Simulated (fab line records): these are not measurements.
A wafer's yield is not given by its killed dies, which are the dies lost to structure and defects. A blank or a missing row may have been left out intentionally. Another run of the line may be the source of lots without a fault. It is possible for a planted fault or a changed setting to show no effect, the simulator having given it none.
Comparing a struck lot with a sound one || flow n5_finfet || 40 steps out of a route of 1938
Sound: the wafers L787.1, L787.4, L787.5. The struck wafers were L797.2, L797.3, L797.4. At the end, the cause is stated.
Each step with rows lists, per side, the tool, then ch with its chambers, then its first start. Under that, the readings that differ: sound wafers || struck wafers || difference of the means || sigmas: that difference in standard deviations of wafers without a fault.
alike: readings whose means differ by less than 2 such deviations, and words and numbers that are the same on both sides. not compared: withheld readings, readings that some wafer has no value for, bounds like >300 that may hide the same value, and numbers for which the record gives no deviation and whose values overlap.
The two part at a step that has a row with sigmas, a row that says differs or no value, or rows on one side only. Non-overlapping numbers with no deviation appear without sigmas and do not part them. A reading that every wafer of one side lacks parts them only if that side has two wafers or more.

first, 12 steps without rows for these wafers: N5_SD_EPI_N_STRIP_36 (strips in N2/H2); N5_SD_EPI_N_ETCHBACK_44 (etches SiNx in CH3F/O2, stops on SiO2, target depth 14.5 nm); N5_SD_EPI_N_ETCH_45 (etches SiOCN in CH3F/O2, target depth 6 nm); N5_SD_EPI_N_ETCH_16 (etches SiO2 in CHF3/O2, target depth 5 nm); N5_SD_EPI_N_STRIP_47 (strips in CHF3/O2); N5_SD_EPI_N_SD_RECESS_17 (chemistry HBr/Cl2/O2, target depth 41 nm, time 23.7 s, bt time 3 s); N5_SD_EPI_N_STRIP_38 (strips in N2/H2); N5_SD_EPI_N_WET_ETCH_43 (etches SiO2 in dHF, time 14 s, target depth 1.5 nm); N5_SD_EPI_N_STRIP_18 (strips in SPM, time 750 s); N5_SD_EPI_N_SRD_20 (time 30 s); N5_SD_EPI_N_PRECLEAN_48 (cleans in NF3:NH3, afs cycles 2, time 20 s, sublimation time 60 s); N5_SD_EPI_N_VAPOR_ETCH_50 (etches Si in HCl, time 54 s).
N5_SD_EPI_N_EPI_21: deposits Si:P, time 690 s.
  sound on epi_rpcvd-02 ch 0, day 4 20:16; struck on epi_rpcvd-02 ch 0, day 7 03:49
{"reading": "chamber_pressure_Torr (Torr)", "sound": "255.6 256.9 255.3", "struck": "124.3 124.9 125.2", "difference": -131.1, "sigmas": "-99 or more"}
{"reading": "model.Si-P_of_SD_EPI_N_EPI_21.thk_nm (nm)", "sound": "59.8 59.2 59.6", "struck": "44.2 44.2 44.6", "difference": -15.2, "sigmas": ""}
  alike: lamp_inner_pct
N5_SD_EPI_N_EPI_MEAS_23:
  sound: film_metro-01 at day 4 21:59; struck: film_metro-01 at day 7 05:16
{"reading": "thk_nm (nm)", "sound": "58.5 58.5 59.1", "struck": "44.0 46.4 44.6", "difference": -13.7, "sigmas": -12}
then, 24 steps without rows for these wafers: N5_SD_EPI_N_PRECLEAN_24 (cleans in O3/DIW, time 60 s); N5_SD_EPI_N_SRD_25 (time 30 s); N5_SD_EPI_N_PRECLEAN_49 (cleans in NF3:NH3, afs cycles 1, time 20 s, sublimation time 60 s); N5_SD_EPI_N_LINER_46 (material SiNx, target thk 3 nm); N5_SD_EPI_P_COAT_34 (time 60 s, resist thk 350 nm); N5_SD_EPI_P_COAT_35 (time 60 s, resist thk 35 nm); N5_SD_EPI_P_COAT_03 (resist thk 150 nm); N5_SD_EPI_P_EBR_05; N5_SD_EPI_P_SOFTBAKE_04 (time 60 s); N5_SD_EPI_P_EXPOSE_06 (exposes mask SD P BLK, target cd 240 nm); N5_SD_EPI_P_PEB_07 (peb time 60 s); N5_SD_EPI_P_DEVELOP_08 (develop time 30 s); N5_SD_EPI_P_DESCUM_14 (chemistry O2, time 7.9 s); N5_SD_EPI_P_ETCH_36 (etches SiARC in CF4, target depth 45.5 nm, time 75.8 s); N5_SD_EPI_P_ETCH_37 (etches SOC in N2/H2, overetch 108 nm, time 486 s); N5_SD_EPI_P_STRIP_38 (strips in N2/H2); N5_SD_EPI_P_ETCHBACK_46 (etches SiNx in CH3F/O2, stops on SiO2, target depth 17.5 nm); N5_SD_EPI_P_ETCH_47 (etches SiOCN in CH3F/O2, target depth 25 nm); N5_SD_EPI_P_ETCH_16 (etches SiO2 in CHF3/O2, target depth 5 nm); N5_SD_EPI_P_STRIP_50 (strips in CHF3/O2); N5_SD_EPI_P_SD_RECESS_17 (chemistry HBr/Cl2/O2, target depth 39.1 nm, bt time 3 s); N5_SD_EPI_P_WET_ETCH_45 (etches SiO2 in dHF, time 10.7 s, target depth 2 nm, rinse time 30 s); N5_SD_EPI_P_STRIP_40 (strips in N2/H2); N5_SD_EPI_P_PRECLEAN_52 (cleans in O3/DIW, time 60 s).
N5_MOL_CONTACT_COAG_ETCH_15: etches SiNx in CH3F/O2, stops on Si:P, target depth 7 nm.
  sound on rie_diel-03 ch 0,1,3, day 6 08:18; struck on rie_diel-04 ch 0,1, day 8 17:49
{"reading": "model.Si-P_of_SD_EPI_N_EPI_21.thk_nm (nm)", "sound": "59 58.4 58.8", "struck": "43.6 43.4 44", "difference": -15.1, "sigmas": ""}
  alike: O2_flow_sccm, drypump_motor_current_A, oes_product_au, rf_vpp_V, showerhead_plenum_p_Torr, throttle_valve_pct
  not compared: rf_hours_counter_h
N5_PASSIVATION_PROBE_49:
  the record holds rows for the sound wafers here (prober-01, day 15 03:46) but none for the struck ones

WHERE THEY PART
First at N5_SD_EPI_N_EPI_21; last, within this record, at N5_PASSIVATION_PROBE_49.

WHY: whatever the simulator had introduced
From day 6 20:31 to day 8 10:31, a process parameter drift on epi_rpcvd-02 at N5_SD_EPI_N_EPI_21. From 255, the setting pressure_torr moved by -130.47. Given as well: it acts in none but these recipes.
